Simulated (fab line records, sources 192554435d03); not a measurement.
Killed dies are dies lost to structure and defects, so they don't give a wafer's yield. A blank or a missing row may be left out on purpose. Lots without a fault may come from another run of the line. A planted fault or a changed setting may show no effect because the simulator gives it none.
A struck lot beside a sound one | flow n5_finfet | 14 steps out of a route of 1938
Sound: wafers L987.1, L987.2, L987.3. Struck: wafers L999.1, L999.2, L999.5. The cause comes at the end.
At each step with rows: each side's tool, then ch and its chambers, then its first start. Under that, the readings that differ: sound wafers | struck wafers | difference of the means | sigmas: that difference in standard deviations of wafers without a fault.
alike: readings whose means differ by less than 2 such deviations, and words and numbers that are the same on both sides. not compared: withheld readings, readings that some wafer has no value for, bounds like >300 that may hide the same value, and numbers for which the record gives no deviation and whose values overlap.
The two part at a step that has a row with sigmas, a row that says differs or no value, or rows on one side only. Numbers that don't overlap but have no deviation are shown without sigmas and don't part them. A reading that every wafer of one side lacks parts them only if that side has two wafers or more.

N5_MIM_TOP_LITHO_OVL_MEAS_11:
  sound on overlay-02 ch 0, day 18 02:41; struck on overlay-01 ch 0, day 21 21:16
  alike: MIM_TOP_OVL
N5_MIM_TOP_LITHO_INSPECT_12: inspects for defects (macro).
  sound on defect_inspect-02, day 18 02:43; struck on defect_inspect-01, day 21 21:17
  alike: raw_defect_count
N5_MIM_TOP_LITHO_DESCUM_10: chemistry O2, time 7.9 s.
  sound on rie_diel-04 ch 1,2,3, day 18 02:44; struck on rie_diel-05 ch 0,1,2, day 21 21:19
  alike: drypump_motor_current_A, o2_flow_sccm, oes_product_au, rf_vpp_V, showerhead_plenum_p_Torr, throttle_valve_pct
  not compared: rf_hours_counter_h
N5_MIM_TOP_ETCH_ETCH_00: etches TiN in Cl2/BCl3, target depth 38.5 nm.
  sound on rie_metal-01 ch 0,1, day 18 02:50; struck on rie_metal-01 ch 0,1, day 21 21:24
  alike: drypump_motor_current_A, mfc_cl2_sccm, oes_product_au, throttle_valve_pct
  not compared: rf_hours_counter_h
N5_MIM_TOP_ETCH_STRIP_01: strips in O2.
  sound on rie_diel-06 ch 1,2,3, day 18 02:58; struck on rie_diel-01 ch 0,1,3, day 21 21:35
  alike: drypump_motor_current_A, o2_flow_sccm, oes_product_au, rf_vpp_V, showerhead_plenum_p_Torr, throttle_valve_pct
  not compared: rf_hours_counter_h
N5_MIM_TOP_ETCH_PECVD_03: deposits SiNx from SiH4/NH3/N2, target thk 20 nm, time 17.6 s.
  sound on pecvd-02 ch 0,1,2, day 18 03:02; struck on pecvd-02 ch 0,1,2, day 21 21:38
  alike: heater_power_outer_w, heater_power_w, showerhead_plenum_p_Torr, throttle_valve_pct
then, 6 steps without rows for these wafers: N5_MIM_BOT_LITHO_HMDS_01 (time 60 s); N5_MIM_BOT_LITHO_COAT_02; N5_MIM_BOT_LITHO_EBR_04; N5_MIM_BOT_LITHO_SOFTBAKE_03 (time 90 s); N5_MIM_BOT_LITHO_EXPOSE_05 (exposes mask MIM BOT); N5_MIM_BOT_LITHO_PEB_06.
N5_MIM_BOT_LITHO_DEVELOP_07: develop time 60 s.
  sound on litho_track-05 ch 0, day 18 03:17; struck on litho_track-02, day 21 21:53
  no value came back on the struck wafers for chill_plate_temp_C (C), develop_time_s (s); on the sound wafers chill_plate_temp_C (C) reads 22.94 23.24 23.01
  not compared: model.coat_of_MIM_BOT_LITHO_COAT_02.thk_nm
then, 1 step without rows for these wafers: N5_MIM_BOT_LITHO_HARDBAKE_09 (time 120 s).

WHERE THEY PART
Only at N5_MIM_BOT_LITHO_DEVELOP_07, within this record.

WHY: what the simulator had put in
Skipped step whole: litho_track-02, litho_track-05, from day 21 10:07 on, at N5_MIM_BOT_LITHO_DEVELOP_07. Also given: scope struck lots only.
